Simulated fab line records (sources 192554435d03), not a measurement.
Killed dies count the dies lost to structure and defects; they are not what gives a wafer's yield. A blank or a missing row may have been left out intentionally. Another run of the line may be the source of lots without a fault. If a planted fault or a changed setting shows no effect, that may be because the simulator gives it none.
Lot-split experiment | flow n5Finfet | on a route of 1938 steps: 7 lots, 21 wafers read

## SPLIT DETAILS
At N5_BEOL_M0_SAQP_PECVD_03 (deposits SiCN from 3MS/NH3, target thk 12 nm, time 21.1 s), the setting timeS was moved away from the recipe's 21.1 s on 5 of the 21 wafers read, by -6.8% to +5.6%. For the rest of the wafers, this setting stayed at what the recipe calls for.

## FROM THE SPLIT TO THE READING: what the file shows between them, 4 steps
- N5_BEOL_M0_SAQP_PECVD_96: deposits a-Si from SiH4/He, target thk 45 nm, time 45.2 s
- N5_BEOL_M0_SAQP_PECVD_97: deposits SiNx from SiH4/NH3/N2, target thk 23 nm, time 19.9 s
- N5_BEOL_M0_SAQP_ETCH_101: etches SiNx in CH3F/O2, target depth 29.9 nm, time 42.7 s
- N5_BEOL_M0_SAQP_ETCH_102: etches SiO2 in CF4, target depth 4 nm, time 4.4 s

## THE READING
SiCN_of_BEOL_M0_SAQP_PECVD_03.thkNm (the simulator's own value, which no gauge read), in nm, at N5_BEOL_M0_SAQP_MANDREL_ETCH_103 (etches a-Si in HBr/Cl2, stops on SiCN, target depth 45 nm, bt time 10 s, time 27 s). There is no usual value for it anywhere in the file. Across the 16 wafers here that went through the recipe, the average is 8.8 nm and the standard deviation 0.19 nm.

wafer  | tool, chamber at the split | timeS as run, s | against the recipe | SiCN_of_BEOL_M0_SAQP_PECVD_03.thkNm, nm | against lot-mates on the recipe
L075.1 | pecvd-04, 0                | 21.1            | recipe             | 8.6                                     | -
L075.6 | pecvd-04, 0                | 21.1            | recipe             | 8.6                                     | -
L075.4 | pecvd-04, 0                | 21.1            | recipe             | 8.8                                     | -
L079.1 | pecvd-02, 1                | 22.29           | +5.6%              | 9.4                                     | +0.4
L079.5 | pecvd-02, 1                | 22.29           | +5.6%              | 9.4                                     | +0.4
L079.2 | pecvd-02, 0                | 21.1            | recipe             | 9                                       | -
L084.3 | pecvd-02, 1                | 20.1            | -4.7%              | 8                                       | -0.9
L084.4 | pecvd-02, 1,0              | 21.1            | recipe             | 9                                       | -
L084.6 | pecvd-02, 1,0              | 21.1            | recipe             | 8.8                                     | -
L086.2 | pecvd-01, 0,2,0            | 21.1            | recipe             | 8.8                                     | -
L086.3 | pecvd-01, 0,2,0            | 21.1            | recipe             | 8.8                                     | -
L086.5 | pecvd-01, 0,2,0            | 21.1            | recipe             | 9                                       | -
L085.2 | pecvd-04, 1,2              | 19.66           | -6.8%              | 7.8                                     | -0.8
L085.5 | pecvd-04, 0                | 21.1            | recipe             | 8.6                                     | -
L085.6 | pecvd-04, 1,2              | 19.66           | -6.8%              | 8                                       | -0.6
L088.2 | pecvd-02, 2,0,2            | 21.1            | recipe             | 8.6                                     | -
L088.3 | pecvd-02, 2,0,2            | 21.1            | recipe             | 8.6                                     | -
L088.4 | pecvd-02, 2,0,2            | 21.1            | recipe             | 8.6                                     | -
L090.2 | pecvd-04, 0,1,0            | 21.1            | recipe             | 8.8                                     | -
L090.4 | pecvd-04, 0,1,0            | 21.1            | recipe             | 9                                       | -
L090.6 | pecvd-04, 0,1,0            | 21.1            | recipe             | 9.2                                     | -
When a row names more than one chamber, that row covers several wafers, and the file does not tell which wafer ran in which chamber.

THE FIT
A straight line over all 21 wafers: SiCN_of_BEOL_M0_SAQP_PECVD_03.thkNm changes by +0.127 nm for each +1% of timeS; r = +0.90; the points scatter about the line by 0.18 nm.
The same after taking each lot's own level away (the mean of its wafers on the recipe; 21 wafers): +0.101 nm for each +1%; r = +0.91; scatter 0.14 nm.
The reading moves by 0.69 nm for the largest change in timeS, on that fit.
The lots' own levels span 8.60 to 9.00 nm, that is 2.1 times the standard deviation above.
Hence the slope depends on the lot-to-lot level, as the two fits are not the same.
Check: -0.695 nm against its lot-mates is what the line predicts for one of the wafers moved furthest among these (-6.8%) when that wafer is left out of the fit. Against them it came out at -0.8 nm.

## FURTHER SPLITS ON THESE WAFERS
Note: prior to the reading, these wafers also went through further splits. Each is held against what the fit with the lots' levels taken away leaves over:
other split on the same wafers        | wafers away from the commonest value | r with SiCN_of_BEOL_M0_SAQP_PECVD_03.thkNm (lot level and that fit taken away)
N5_HKMG_FIN_EXPOSE_46 doseMj          | 4                                    | -0.14
N5_GATE_CUT_COAT_27 spinRpm           | 5                                    | -0.19
N5_GATE_CUT_EXPOSE_10 doseMj          | 8                                    | -0.23
N5_MOL_CONTACT_COAG_ETCH_91 sourceW   | 7                                    | +0.17
N5_MOL_CONTACT_COAG_VIA_ETCH_46 biasW | 5                                    | -0.16
N5_BEOL_M0_SAQP_HM_DEP_02 targetThkA  | 4                                    | +0.07

## THE FILE'S OWN FIT
SiCN_of_BEOL_M0_SAQP_PECVD_03.thkNm changes by +0.112 nm for each +1% of timeS, r = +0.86.
